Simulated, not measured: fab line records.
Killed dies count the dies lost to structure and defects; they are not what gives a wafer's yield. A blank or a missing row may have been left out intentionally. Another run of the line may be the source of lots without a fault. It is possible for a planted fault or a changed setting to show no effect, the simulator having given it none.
fab line records	flow n5Finfet
record: lots: 24	wafers: 72	lastDay: 19
route steps=1938 shown MOL_CONTACT_COAG@579 BEOL_M0_SAQP@638
lots that met no fault: from a run of the same line without faults
startH: the number of hours between the record's first day and the start of the first shown wafer of the lot	waitH: hours elapsed since this lot's preceding step	" as in the row above	L1.1+2: several wafers, shown together as one row	- no value present, or no start provided	* or withheld: withheld	< > ~ a bound
route shown NAME@n: a module of which the file shows steps, and the number in the route of the first	usual: the fault-free wafers' mean and standard deviation	same: alike in all rows	chamber/n: place in a boat	sites: per-site readings	_std_site: standard deviation across them	_edge_site: inner sites' mean taken away from outer sites' mean	radiusMm: for every site, how far away it sits from the centre of the wafer	mask NAME#n: copy n	behind: the most recent tool/chamber to have shaped the wafer	hold: cause of the lot's hold/its duration in hours/its outcome	device: which transistor (n, p or np) failed to switch	end of line: at the end of the route, the tests of the same wafers	for a step that has no rows: nothing shown but its recipe	killed: dies lost to structure and defects at the first sort, not the wafer's yield	map: the dies of a wafer, with x for killed, . for not killed, _ for no die there
set.NAME: the run value of the setting; set.NAME@STEP: its run value at that earlier step	model.NAME: the simulator's own value behind a step, which no gauge read
route steps across a sampled set of lots; one table per step, one row per wafer
services: the hour from which a tool's chamber was out of use, counted from the record's first day as startH (under 0 if before that day), plus the number of hours and why
== steps ==
step: N5_MOL_CONTACT_COAG_ALD_131
recipe: material: SiO2	targetThkA: 50	tempC: 100	aldPrecursorFamily: BDEAS	aldCoReactant: O2-plasma	pulseTimeS: 1	coReactantPulseTimeS: 1	purgeTimeS: 2	coReactantPurgeTimeS: 2	aldCycles: 35	pressureTorr: 2
usual: heaterPowerW: 79/5.6	precursorPulseHeightRel: 0.997/0.02
lot.wafer	tool	chamber	startH	waitH	heaterPowerW	precursorPulseHeightRel
L074.2	aldSin-01	3	100.92	0.1	81	1.007
L074.3	"	0	"	"	82	0.965
L074.5	"	2	"	"	72	0.980
L075.3	aldSin-04	2	103.42	0.1	71	1.009
L075.4	"	0	"	"	77	0.995
L075.6	"	2	"	"	70	0.998
L076.1	aldSin-04	3	112.69	0.1	82	0.997
L076.2	"	0	"	"	73	0.980
L076.6	"	2	"	"	71	1.027
L077.3	aldSin-03	1	119.79	0.1	91	1.032
L077.4	"	2	"	"	84	1.015
L077.5	"	0	"	"	85	0.965
L078.1	aldSin-04	2	120.07	0.1	71	1.005
L078.2	"	3	"	"	80	1.019
L078.4	"	2	"	"	67	1.006
L079.1	aldSin-03	2	130.63	0.1	84	0.988
L079.3	"	0	"	"	85	1.025
L079.6	"	0	"	"	86	0.995
L080.1	aldSin-01	1	134.85	0.2	75	0.995
L080.2	"	0	"	"	80	0.998
L080.6	"	1	"	"	77	1.024
L081.1	aldSin-03	1	141.27	0.1	90	0.979
L081.4	"	0	"	"	87	1.028
L081.6	"	3	"	"	83	1.003
L082.2	aldSin-04	0	151.87	0.4	74	0.977
L082.4	"	3	"	"	79	1.016
L082.5	"	2	"	"	68	0.993
L083.2	aldSin-03	0	152.61	0.1	86	1.010
L083.3	"	1	"	"	91	1.012
L083.4	"	2	"	"	85	1.009
L084.4	aldSin-01	2	165.87	1.8	74	1.031
L084.5	"	3	"	"	83	0.985
L084.6	"	2	"	"	73	0.966
L085.3	aldSin-01	2	166.03	1.8	73	0.955
L085.4	"	3	"	"	81	0.998
L085.5	"	3	"	"	82	0.985
L086.1	aldSin-01	3	169.80	0.1	83	0.977
L086.3	"	0	"	"	82	0.990
L086.5	"	3	"	"	84	0.983
L087.3	aldSin-04	3	176.00	0.1	78	1.000
L087.4	"	0	"	"	74	0.995
L087.6	"	3	"	"	79	0.994
L088.1	aldSin-04	2	184.03	0.1	71	0.997
L088.3	"	0	"	"	73	1.006
L088.4	"	3	"	"	80	0.983
L089.1	aldSin-01	3	189.63	1.0	84	0.981
L089.2	"	1	"	"	75	1.016
L089.6	"	3	"	"	84	1.014
L090.1	aldSin-04	0	194.56	0.3	75	1.034
L090.2	"	2	"	"	71	0.986
L090.4	"	0	"	"	75	0.985
L091.4	aldSin-01	3	200.91	0.1	82	0.997
L091.5	"	1	"	"	77	0.980
L091.6	"	0	"	"	83	0.995
L092.1	aldSin-01	2	204.23	0.1	74	1.020
L092.3	"	1	"	"	79	0.999
L092.4	"	0	"	"	81	0.998
L093.1	aldSin-01	1	213.24	0.2	76	0.965
L093.2	"	0	"	"	79	1.020
L093.5	"	3	"	"	82	0.971
L094.1	aldSin-04	3	219.93	0.1	77	1.013
L094.3	"	0	"	"	76	0.997
L094.5	"	0	"	"	75	0.997
L095.4	aldSin-01	1	230.04	0.8	76	1.023
L095.5	"	1	"	"	77	0.982
L095.6	"	0	"	"	82	0.985
L096.3	aldSin-03	3	232.50	0.1	83	0.997
L096.5	"	2	"	"	84	0.994
L096.6	"	0	"	"	83	0.971
L097.2	aldSin-03	3	242.94	0.1	83	0.982
L097.3	"	0	"	"	84	0.990
L097.5	"	0	"	"	82	0.986
step: N5_MOL_CONTACT_COAG_ETCH_67
recipe: chemistry: N2/H2	target: SOC	targetDepthA: 600	overetchA: 210	maskMaterial: SiARC	tempC: 40	timeS: 101.2	ionEnergyEv: 200	pressureMtorr: 30	sourceW: 840	biasW: 150	n2FlowSccm: 200	h2FlowSccm: 200
usual: drypumpMotorCurrentA: 5.6/0.43	oesProductAu: 0.66/0.047	rfVppV: 523.5/2.6	showerheadPlenumPTorr: 2.54/0.095	throttleValvePct: 17.87/0.17
lot.wafer	tool	chamber	startH	waitH	drypumpMotorCurrentA	oesProductAu	rfHoursCounterH	rfVppV	showerheadPlenumPTorr	throttleValvePct
L074.2	rieDiel-04	1	102.43	0.0	5.8	0.68	107	523.4	2.56	17.69
L074.3	"	3	"	"	5.6	0.63	171	526.6	2.64	17.83
L074.5	"	0	"	"	5.6	0.59	-	519.3	2.43	17.96
L075.3	rieDiel-02	3	105.57	0.0	4.8	0.75	23	524.5	2.63	17.94
L075.4	"	2	"	"	5.8	0.69	75	528.3	2.71	17.91
L075.6	"	0	"	"	6.1	0.68	-	520.6	2.44	17.74
L076.1	rieDiel-02	2	114.36	0.0	5.8	0.67	78	525.5	2.71	17.92
L076.2	"	0	"	"	6.2	0.68	101	522.5	2.44	17.75
L076.6	"	2	"	"	5.7	0.68	-	528.2	2.71	17.91
L077.3	rieDiel-01	0	121.44	0.0	6.3	0.65	107	521.7	2.43	17.76
L077.4	"	3	"	"	5.5	0.65	110	522.7	2.47	18.08
L077.5	"	2	"	"	5.7	0.69	-	524.1	2.58	17.62
L078.1	rieDiel-04	1	121.77	0.0	5.8	0.67	115	523.0	2.56	17.70
L078.2	"	3	"	"	5.7	0.61	178	526.8	2.63	17.86
L078.4	"	3	"	"	5.6	0.62	-	527.4	2.63	17.87
L079.1	rieDiel-04	2	132.28	0.0	4.7	0.79	3	525.8	2.63	18.04
L079.3	"	3	"	"	5.6	0.61	182	527.0	2.63	17.88
L079.6	"	2	"	"	4.7	0.79	-	525.2	2.63	18.06
L080.1	rieDiel-02	0	136.42	0.0	6.2	0.67	106	520.8	2.44	17.76
L080.2	"	2	"	"	5.8	0.67	84	528.3	2.70	17.93
L080.6	"	3	"	"	4.9	0.73	-	524.6	2.63	17.98
L081.1	rieDiel-04	1	142.85	0.0	5.8	0.66	123	524.5	2.56	17.70
L081.4	"	0	"	"	5.6	0.59	230	519.6	2.42	17.99
L081.6	"	1	"	"	5.8	0.66	-	523.9	2.56	17.72
L082.2	rieDiel-02	0	153.55	0.0	6.2	0.67	112	523.9	2.43	17.76
L082.4	"	3	"	"	4.9	0.73	38	525.6	2.62	17.99
L082.5	"	2	"	"	5.8	0.67	-	527.2	2.70	17.94
L083.2	rieDiel-04	0	154.17	0.0	5.6	0.59	232	521.0	2.42	18.00
L083.3	"	3	"	"	5.7	0.61	187	525.2	2.63	17.89
L083.4	"	1	"	"	5.8	0.65	125	523.5	2.55	17.70
L084.4	rieDiel-04	2	167.84	0.0	4.8	0.77	13	525.5	2.63	18.07
L084.5	"	3	"	"	5.7	0.61	-	526.2	2.63	17.89
L084.6	"	2	"	"	4.7	0.77	-	526.5	2.63	18.06
L085.3	rieDiel-04	0	168.18	0.0	5.5	0.58	236	519.8	2.42	18.01
L085.4	"	1	"	"	5.8	0.66	129	523.8	2.55	17.72
L085.5	"	0	"	"	5.6	0.58	-	520.0	2.42	18.00
L086.1	rieDiel-01	2	171.73	0.0	5.6	0.67	88	524.6	2.57	17.65
L086.3	"	3	"	"	5.4	0.64	127	522.0	2.47	18.10
L086.5	"	0	"	"	6.3	0.64	-	521.5	2.42	17.78
L087.3	rieDiel-02	2	177.51	0.0	5.8	0.66	99	526.8	2.70	17.96
L087.4	"	3	"	"	4.9	0.71	47	526.8	2.62	18.00
L087.6	"	3	"	"	4.8	0.71	-	524.6	2.62	18.00
L088.1	rieDiel-01	0	185.92	0.0	6.2	0.63	129	520.1	2.42	17.79
L088.3	"	2	"	"	5.7	0.66	93	525.8	2.57	17.66
L088.4	"	1	"	"	5.8	0.66	100	521.5	2.43	17.43
L089.1	rieDiel-04	1	191.41	0.0	5.8	0.66	136	522.4	2.55	17.74
L089.2	"	2	"	"	4.8	0.76	21	524.7	2.63	18.07
L089.6	"	3	"	"	5.7	0.60	-	528.1	2.62	17.91
L090.1	rieDiel-01	3	196.14	0.0	5.4	0.63	136	520.7	2.46	18.11
L090.2	"	0	"	"	6.2	0.63	133	520.7	2.42	17.79
L090.4	"	2	"	"	5.7	0.67	96	523.4	2.57	17.68
L091.4	rieDiel-01	1	202.93	0.0	5.7	0.66	105	520.5	2.43	17.44
L091.5	"	3	"	"	5.4	0.63	-	521.0	2.46	18.12
L091.6	"	2	"	"	5.6	0.67	-	523.8	2.57	17.67
L092.1	rieDiel-02	3	205.92	0.0	4.9	0.70	54	524.4	2.62	18.02
L092.3	"	0	"	"	6.2	0.65	131	520.7	2.43	17.80
L092.4	"	1	"	"	5.2	0.62	133	524.5	2.55	17.84
L093.1	rieDiel-01	2	215.23	0.0	5.7	0.66	101	524.8	2.56	17.68
L093.2	"	1	"	"	5.8	0.66	108	521.0	2.43	17.42
L093.5	"	3	"	"	5.4	0.62	-	521.5	2.46	18.14
L094.1	rieDiel-02	3	221.46	0.0	4.9	0.70	61	524.7	2.61	18.02
L094.3	"	2	"	"	5.8	0.65	115	526.3	2.69	17.98
L094.5	"	1	"	"	5.2	0.62	-	525.3	2.55	17.87
L095.4	rieDiel-02	3	232.06	0.0	4.8	0.69	65	524.1	2.61	18.02
L095.5	"	1	"	"	5.2	0.63	-	524.2	2.54	17.86
L095.6	"	0	"	"	6.2	0.66	-	519.8	2.42	17.82
L096.3	rieDiel-01	2	234.65	0.0	5.6	0.65	109	524.7	2.56	17.69
L096.5	"	0	"	"	6.2	0.62	-	520.3	2.41	17.83
L096.6	"	3	"	"	5.5	0.62	-	521.4	2.46	18.14
L097.2	rieDiel-02	3	244.54	0.0	4.9	0.68	69	526.7	2.61	18.03
L097.3	"	1	"	"	5.2	0.62	148	522.5	2.54	17.88
L097.5	"	3	"	"	4.9	0.69	-	522.4	2.61	18.05
step: N5_MOL_CONTACT_COAG_CD_MEAS_101
recipe: targetCdNm: 16
usual: cdNm: 15.9/0.47
lot.wafer	tool	chamber	startH	waitH	cdNm
L074.2	cdSem-03	-	102.90	0.0	15.8
L074.3	"	-	"	"	16.3
L074.5	"	-	"	"	16.0
L075.3	cdSem-02	-	106.04	0.0	15.7
L075.4	"	-	"	"	16.2
L075.6	"	-	"	"	15.9
L076.1	cdSem-01	-	114.83	0.0	15.8
L076.2	"	-	"	"	16.6
L076.6	"	-	"	"	16.4
L077.3	cdSem-03	-	121.92	0.0	16.2
L077.4	"	-	"	"	16.0
L077.5	"	-	"	"	16.6
L078.1	cdSem-01	-	122.25	0.0	15.7
L078.2	"	-	"	"	16.0
L078.4	"	-	"	"	16.6
L079.1	cdSem-01	-	132.75	0.0	16.2
L079.3	"	-	"	"	16.7
L079.6	"	-	"	"	15.9
L080.1	cdSem-01	-	136.90	0.0	16.0
L080.2	"	-	"	"	15.8
L080.6	"	-	"	"	15.1
L081.1	cdSem-01	-	143.32	0.0	16.3
L081.4	"	-	"	"	15.9
L081.6	"	-	"	"	16.4
L082.2	cdSem-03	-	154.03	0.0	15.7
L082.4	"	-	"	"	15.7
L082.5	"	-	"	"	15.5
L083.2	cdSem-01	-	154.64	0.0	15.8
L083.3	"	-	"	"	16.6
L083.4	"	-	"	"	16.6
L084.4	cdSem-01	-	168.33	0.0	15.9
L084.5	"	-	"	"	15.9
L084.6	"	-	"	"	15.9
L085.3	cdSem-01	-	168.65	0.0	15.0
L085.4	"	-	"	"	16.5
L085.5	"	-	"	"	15.6
L086.1	cdSem-01	-	172.22	0.0	16.2
L086.3	"	-	"	"	15.5
L086.5	"	-	"	"	15.7
L087.3	cdSem-01	-	177.99	0.0	15.8
L087.4	"	-	"	"	15.4
L087.6	"	-	"	"	15.6
L088.1	cdSem-02	-	186.56	0.0	15.8
L088.3	"	-	"	"	16.8
L088.4	"	-	"	"	15.7
L089.1	cdSem-01	-	191.88	0.0	15.8
L089.2	"	-	"	"	15.7
L089.6	"	-	"	"	16.2
L090.1	cdSem-01	-	196.62	0.0	15.5
L090.2	"	-	"	"	16.3
L090.4	"	-	"	"	16.0
L091.4	cdSem-03	-	203.41	0.0	15.2
L091.5	"	-	"	"	15.1
L091.6	"	-	"	"	15.8
L092.1	cdSem-03	-	206.39	0.0	14.8
L092.3	"	-	"	"	15.1
L092.4	"	-	"	"	15.3
L093.1	cdSem-01	-	215.70	0.0	15.8
L093.2	"	-	"	"	15.5
L093.5	"	-	"	"	15.8
L094.1	cdSem-02	-	221.94	0.0	15.4
L094.3	"	-	"	"	16.3
L094.5	"	-	"	"	16.7
L095.4	cdSem-01	-	232.54	0.0	16.1
L095.5	"	-	"	"	16.1
L095.6	"	-	"	"	16.3
L096.3	cdSem-01	-	235.13	0.0	16.4
L096.5	"	-	"	"	15.9
L096.6	"	-	"	"	15.6
L097.2	cdSem-03	-	245.01	0.0	15.8
L097.3	"	-	"	"	16.4
L097.5	"	-	"	"	15.5
step: N5_BEOL_M0_SAQP_PECVD_04
recipe: material: a-Si	targetThkA: 600	tempC: 350	precursor: SiH4/He	pressureTorr: 3	rfW: 100	timeS: 60.2
usual: heaterPowerW: 574/56	showerheadPlenumPTorr: 5.657/0.03	throttleValvePct: 18.6/1.3
lot.wafer	tool	chamber	startH	waitH	heaterPowerW	showerheadPlenumPTorr	throttleValvePct
L074.2	pecvd-03	2	108.75	0.0	532	5.689	16.3
L074.3	"	1	"	"	585	5.670	19.4
L074.5	"	2	"	"	518	5.676	16.3
L075.3	pecvd-03	2	112.29	0.0	564	5.697	16.4
L075.4	"	1	"	"	538	5.646	19.4
L075.6	"	0	"	"	661	5.686	18.9
L076.1	pecvd-02	2	121.35	0.0	583	5.666	17.5
L076.2	"	1	"	"	530	5.620	20.0
L076.6	"	1	"	"	535	5.614	20.0
L077.3	pecvd-02	0	127.38	0.0	529	5.619	19.7
L077.4	"	1	"	"	537	5.631	20.0
L077.5	"	0	"	"	525	5.631	19.9
L078.1	pecvd-02	0	130.30	0.0	567	5.610	19.4
L078.2	"	2	"	"	612	5.656	17.7
L078.4	"	0	"	"	593	5.621	19.5
L079.1	pecvd-03	0	137.46	0.0	634	5.690	19.3
L079.3	"	2	"	"	522	5.692	16.1
L079.6	"	1	"	"	574	5.661	19.4
L080.1	pecvd-03	0	142.04	0.0	636	5.678	19.1
L080.2	"	1	"	"	537	5.652	19.4
L080.6	"	2	"	"	521	5.693	16.1
L081.1	pecvd-03	2	148.15	0.0	557	5.681	16.3
L081.4	"	0	"	"	675	5.683	19.3
L081.6	"	2	"	"	579	5.693	16.4
L082.2	pecvd-01	1	159.86	0.0	498	5.694	20.6
L082.4	"	0	"	"	660	5.648	17.5
L082.5	"	1	"	"	485	5.693	20.3
L083.2	pecvd-02	0	161.69	0.0	518	5.616	19.6
L083.3	"	1	"	"	516	5.632	20.0
L083.4	"	0	"	"	507	5.623	19.9
L084.4	pecvd-01	1	172.94	0.0	575	5.702	20.6
L084.5	"	0	"	"	687	5.631	17.6
L084.6	"	2	"	"	501	5.607	17.7
L085.3	pecvd-03	2	176.32	0.0	562	5.699	16.2
L085.4	"	1	"	"	554	5.658	19.0
L085.5	"	2	"	"	564	5.706	16.5
L086.1	pecvd-01	1	180.12	0.0	575	5.683	20.4
L086.3	"	2	"	"	504	5.599	17.7
L086.5	"	2	"	"	498	5.609	17.4
L087.3	pecvd-01	0	182.55	0.1	676	5.642	17.7
L087.4	"	1	"	"	584	5.695	20.4
L087.6	"	0	"	"	671	5.638	17.7
L088.1	pecvd-02	0	192.76	0.0	576	5.622	19.7
L088.3	"	2	"	"	629	5.664	17.7
L088.4	"	2	"	"	619	5.671	17.9
L089.1	pecvd-01	0	197.22	0.0	676	5.636	17.6
L089.2	"	1	"	"	561	5.691	20.8
L089.6	"	0	"	"	686	5.641	17.7
L090.1	pecvd-01	1	201.68	0.0	563	5.696	20.3
L090.2	"	0	"	"	617	5.660	17.6
L090.4	"	1	"	"	552	5.690	20.3
L091.4	pecvd-03	2	208.48	0.0	570	5.698	16.5
L091.5	"	0	"	"	639	5.673	19.5
L091.6	"	1	"	"	519	5.650	19.4
L092.1	pecvd-02	2	212.04	0.0	594	5.656	18.0
L092.3	"	0	"	"	605	5.623	19.7
L092.4	"	0	"	"	597	5.631	19.6
L093.1	pecvd-01	2	221.24	0.0	520	5.592	17.8
L093.2	"	0	"	"	666	5.645	17.7
L093.5	"	1	"	"	560	5.692	20.5
L094.1	pecvd-03	2	227.41	0.0	543	5.701	16.7
L094.3	"	1	"	"	555	5.661	19.3
L094.5	"	1	"	"	542	5.649	19.2
L095.4	pecvd-03	2	237.49	0.0	590	5.702	16.6
L095.5	"	1	"	"	544	5.663	19.3
L095.6	"	0	"	"	623	5.676	19.7
L096.3	pecvd-01	2	240.44	0.0	483	5.607	17.9
L096.5	"	2	"	"	478	5.605	17.8
L096.6	"	0	"	"	690	5.649	17.4
L097.2	pecvd-03	2	250.59	0.0	513	5.690	16.8
L097.3	"	0	"	"	656	5.671	19.3
L097.5	"	1	"	"	537	5.658	19.5
step: N5_BEOL_M0_SAQP_CD_MEAS_14
recipe: targetCdNm: 42.5	landingEnergyEv: 500	detector: seInlens
usual: cdNm: 42.6/0.52
lot.wafer	tool	chamber	startH	waitH	cdNm
L074.2	cdSem-02	0	109.21	-	42.6
L074.3	"	0	"	"	43.0
L074.5	"	0	"	"	42.8
L075.3	cdSem-03	0	112.78	-	43.0
L075.4	"	0	"	"	43.1
L075.6	"	0	"	"	43.3
L076.1	cdSem-01	0	121.80	-	42.3
L076.2	"	0	"	"	42.3
L076.6	"	0	"	"	42.2
L077.3	cdSem-02	0	127.97	-	41.8
L077.4	"	0	"	"	42.1
L077.5	"	0	"	"	41.8
L078.1	cdSem-03	0	130.75	-	41.9
L078.2	"	0	"	"	42.3
L078.4	"	0	"	"	42.1
L079.1	cdSem-03	0	137.91	-	43.1
L079.3	"	0	"	"	43.6
L079.6	"	0	"	"	43.1
L080.1	cdSem-02	0	142.49	-	41.4
L080.2	"	0	"	"	42.1
L080.6	"	0	"	"	41.8
L081.1	cdSem-01	0	148.60	-	41.9
L081.4	"	0	"	"	41.8
L081.6	"	0	"	"	42.5
L082.2	cdSem-03	0	160.44	-	42.5
L082.4	"	0	"	"	42.9
L082.5	"	0	"	"	42.1
L083.2	cdSem-01	0	162.27	-	42.4
L083.3	"	0	"	"	43.4
L083.4	"	0	"	"	43.1
L084.4	cdSem-01	0	173.49	-	42.7
L084.5	"	0	"	"	42.5
L084.6	"	0	"	"	42.3
L085.3	cdSem-01	0	176.78	-	42.7
L085.4	"	0	"	"	42.9
L085.5	"	0	"	"	42.9
L086.1	cdSem-03	0	180.58	-	42.7
L086.3	"	0	"	"	43.3
L086.5	"	0	"	"	43.2
L087.3	cdSem-02	0	183.13	-	42.5
L087.4	"	0	"	"	43.4
L087.6	"	0	"	"	43.3
L088.1	cdSem-01	0	193.36	-	42.9
L088.3	"	0	"	"	42.9
L088.4	"	0	"	"	43.4
L089.1	cdSem-03	0	197.68	-	42.2
L089.2	"	0	"	"	41.8
L089.6	"	0	"	"	42.8
L090.1	cdSem-01	0	202.13	-	42.3
L090.2	"	0	"	"	42.3
L090.4	"	0	"	"	42.2
L091.4	cdSem-01	0	208.91	-	42.2
L091.5	"	0	"	"	42.5
L091.6	"	0	"	"	42.3
L092.1	cdSem-02	0	212.62	-	43.0
L092.3	"	0	"	"	43.1
L092.4	"	0	"	"	42.5
L093.1	cdSem-02	0	221.82	-	41.8
L093.2	"	0	"	"	42.6
L093.5	"	0	"	"	41.8
L094.1	cdSem-03	0	227.99	-	42.7
L094.3	"	0	"	"	43.2
L094.5	"	0	"	"	42.9
L095.4	cdSem-02	0	238.04	-	42.9
L095.5	"	0	"	"	42.2
L095.6	"	0	"	"	42.8
L096.3	cdSem-01	0	240.90	-	42.1
L096.5	"	0	"	"	41.7
L096.6	"	0	"	"	41.7
L097.2	cdSem-03	0	251.04	-	42.1
L097.3	"	0	"	"	42.5
L097.5	"	0	"	"	43.1
step: N5_BEOL_M0_SAQP_SPACER1_ETCHBACK_99
recipe: chemistry: CHF3/O2	mode: anisotropicEtchback	target: SiO2	targetDepthA: 154	timeS: 7.7	pressureMtorr: 30	sourceW: 650	biasW: 170	Ar_flow_sccm: 200	CHF3_flow_sccm: 50	O2_flow_sccm: 5	ionEnergyEv: 200
usual: drypumpMotorCurrentA: 5.80/0.29	oes_f_703_au: 0.80/0.08	oes_o_777_au: 0.79/0.079	oesProductAu: 0.79/0.083	rfVppV: 523/12	showerheadPlenumPTorr: 2.38/0.075	throttleValvePct: 18.92/0.2
lot.wafer	tool	chamber	startH	waitH	drypumpMotorCurrentA	oes_f_703_au	oes_o_777_au	oesProductAu	rfHoursCounterH	rfVppV	showerheadPlenumPTorr	throttleValvePct
L074.2	rieDiel-03	0	110.76	0.3	6.44	0.68	0.69	0.67	248	525	2.36	19.04
L074.3	"	1	"	"	5.98	0.85	0.82	0.80	116	513	2.41	18.79
L074.5	"	1	"	"	5.98	0.86	0.82	0.79	-	513	2.41	18.78
L075.3	rieDiel-03	1	114.76	0.3	5.97	0.84	0.82	0.80	118	513	2.41	18.79
L075.4	"	2	"	"	6.03	0.74	0.74	0.71	176	505	2.33	18.95
L075.6	"	0	"	"	6.41	0.68	0.69	0.67	-	526	2.36	19.04
L076.1	rieDiel-03	1	123.49	0.3	5.90	0.84	0.80	0.79	121	513	2.41	18.80
L076.2	"	2	"	"	6.05	0.74	0.74	0.71	180	502	2.33	18.96
L076.6	"	1	"	"	5.93	0.84	0.82	0.79	-	511	2.41	18.82
L077.3	rieDiel-05	3	129.55	0.3	5.97	0.81	0.82	0.84	54	536	2.47	19.14
L077.4	"	1	"	"	5.75	0.79	0.77	0.77	-	541	2.49	18.75
L077.5	"	2	"	"	5.32	0.68	0.68	0.71	-	519	2.43	19.13
L078.1	rieDiel-03	2	132.56	0.3	6.06	0.74	0.74	0.71	183	502	2.32	18.95
L078.2	"	3	"	"	5.70	0.76	0.76	0.77	155	530	2.31	19.10
L078.4	"	1	"	"	5.97	0.84	0.81	0.79	-	512	2.41	18.80
L079.1	rieDiel-05	1	139.38	0.3	5.75	0.78	0.77	0.76	148	540	2.49	18.78
L079.3	"	2	"	"	5.34	0.68	0.68	0.71	184	519	2.43	19.14
L079.6	"	1	"	"	5.76	0.78	0.76	0.76	-	541	2.49	18.77
L080.1	rieDiel-05	1	143.94	0.3	5.76	0.78	0.77	0.76	150	541	2.49	18.77
L080.2	"	0	"	"	5.48	0.97	0.95	1.01	3	524	2.47	19.11
L080.6	"	3	"	"	5.96	0.80	0.83	0.83	-	535	2.47	19.14
L081.1	rieDiel-03	1	150.13	0.3	5.97	0.84	0.80	0.78	132	511	2.41	18.81
L081.4	"	1	"	"	5.97	0.83	0.81	0.79	-	512	2.41	18.82
L081.6	"	2	"	"	6.03	0.73	0.73	0.70	-	502	2.32	18.96
L082.2	rieDiel-03	1	162.31	0.3	5.93	0.84	0.80	0.78	134	513	2.40	18.82
L082.4	"	0	"	"	6.43	0.94	0.95	0.96	3	538	2.35	18.66
L082.5	"	0	"	"	6.45	0.93	0.95	0.96	-	538	2.35	18.65
L083.2	rieDiel-05	2	165.03	0.3	5.34	0.67	0.68	0.71	189	521	2.43	19.16
L083.3	"	0	"	"	5.52	0.95	0.93	0.98	8	526	2.47	19.12
L083.4	"	1	"	"	5.76	0.78	0.76	0.76	154	541	2.49	18.78
L084.4	rieDiel-05	3	174.94	0.3	5.96	0.80	0.81	0.84	65	537	2.47	19.16
L084.5	"	0	"	"	5.49	0.94	0.92	0.97	-	524	2.46	19.14
L084.6	"	3	"	"	5.99	0.79	0.81	0.83	-	536	2.47	19.14
L085.3	rieDiel-03	0	178.37	0.3	6.44	0.92	0.94	0.93	8	536	2.35	18.67
L085.4	"	1	"	"	5.92	0.82	0.79	0.78	138	512	2.40	18.83
L085.5	"	0	"	"	6.41	0.92	0.94	0.92	-	538	2.35	18.66
L086.1	rieDiel-06	1	182.87	0.3	5.66	0.77	0.78	0.76	167	509	2.28	18.73
L086.3	"	3	"	"	5.83	0.79	0.77	0.78	135	528	2.30	18.76
L086.5	"	3	"	"	5.88	0.79	0.77	0.78	-	527	2.30	18.75
L087.3	rieDiel-06	0	185.07	0.3	5.56	0.87	0.87	0.87	38	530	2.34	18.57
L087.4	"	0	"	"	5.58	0.87	0.87	0.86	-	529	2.34	18.57
L087.6	"	3	"	"	5.86	0.79	0.76	0.79	-	527	2.30	18.75
L088.1	rieDiel-06	3	195.19	0.3	5.86	0.78	0.75	0.79	139	528	2.30	18.76
L088.3	"	1	"	"	5.65	0.76	0.77	0.75	170	509	2.28	18.74
L088.4	"	1	"	"	5.69	0.77	0.77	0.75	-	508	2.28	18.74
L089.1	rieDiel-03	3	200.95	0.3	5.70	0.74	0.73	0.75	178	530	2.30	19.14
L089.2	"	2	"	"	6.06	0.73	0.72	0.71	207	504	2.32	19.01
L089.6	"	2	"	"	6.07	0.72	0.71	0.69	-	502	2.32	19.01
L090.1	rieDiel-06	0	203.60	0.3	5.58	0.86	0.87	0.86	44	528	2.34	18.58
L090.2	"	3	"	"	5.86	0.78	0.75	0.78	142	527	2.30	18.77
L090.4	"	1	"	"	5.63	0.77	0.77	0.75	-	509	2.28	18.74
L091.4	rieDiel-05	3	210.36	0.3	5.94	0.78	0.80	0.82	77	536	2.46	19.17
L091.5	"	3	"	"	5.95	0.78	0.80	0.82	-	536	2.46	19.16
L091.6	"	2	"	"	5.31	0.66	0.67	0.70	-	520	2.42	19.17
L092.1	rieDiel-06	3	215.88	0.3	5.90	0.78	0.75	0.78	146	527	2.30	18.79
L092.3	"	0	"	"	5.56	0.86	0.85	0.87	48	529	2.34	18.59
L092.4	"	1	"	"	5.63	0.76	0.76	0.75	178	507	2.28	18.76
L093.1	rieDiel-03	0	223.35	0.3	6.40	0.88	0.89	0.88	24	535	2.35	18.69
L093.2	"	3	"	"	5.72	0.74	0.73	0.75	181	530	2.30	19.15
L093.5	"	2	"	"	6.04	0.72	0.72	0.68	-	503	2.31	19.01
L094.1	rieDiel-06	0	230.68	0.3	5.57	0.86	0.85	0.86	51	529	2.34	18.58
L094.3	"	1	"	"	5.65	0.76	0.76	0.75	181	509	2.28	18.76
L094.5	"	2	"	"	5.34	1.01	1.01	0.98	-	535	2.59	18.84
L095.4	rieDiel-05	3	239.51	0.3	5.97	0.77	0.79	0.80	85	534	2.46	19.18
L095.5	"	2	"	"	5.33	0.66	0.66	0.70	-	521	2.42	19.18
L095.6	"	3	"	"	5.98	0.77	0.79	0.80	-	535	2.46	19.20
L096.3	rieDiel-05	3	242.93	0.3	5.99	0.77	0.79	0.79	86	535	2.46	19.16
L096.5	"	0	"	"	5.50	0.89	0.86	0.93	-	522	2.45	19.19
L096.6	"	3	"	"	5.97	0.77	0.79	0.79	-	534	2.46	19.18
L097.2	rieDiel-03	2	253.82	0.5	6.07	0.72	0.71	0.68	225	501	2.31	19.03
L097.3	"	1	"	"	6.01	0.81	0.78	0.75	164	512	2.39	18.85
L097.5	"	1	"	"	5.97	0.81	0.78	0.76	-	512	2.39	18.85
== services ==
tool	chamber	startH	hours	kind
aldSin-04	-	85.25	14.0	pm
rieDiel-04	3	85.35	15.4	repair
rieDiel-05	0	87.02	11.6	repair
pecvd-01	-	88.76	2.8	repair
rieDiel-01	3	89.17	31.4	repair
rieDiel-06	-	90.88	0.7	repair
pecvd-01	-	94.07	6.0	pm
rieDiel-01	-	116.22	0.3	repair
aldSin-01	2	133.41	14.0	repair
rieDiel-04	-	134.04	2.8	pm
rieDiel-03	1	154.43	5.8	repair
aldSin-04	-	155.76	12.3	repair
pecvd-01	2	180.44	14.7	repair
rieDiel-02	2	180.71	1.5	repair
rieDiel-02	3	182.82	5.4	repair
pecvd-01	-	196.23	0.5	repair
rieDiel-03	3	204.13	13.8	repair
rieDiel-01	-	205.96	2.7	repair
rieDiel-04	1	218.53	47.5	repair
pecvd-01	-	219.58	1.3	repair
aldSin-04	-	224.66	6.1	pm
rieDiel-05	3	228.51	2.4	repair
rieDiel-05	-	249.68	4.3	pm
rieDiel-02	2	251.79	2.0	repair
== key ==
fault none
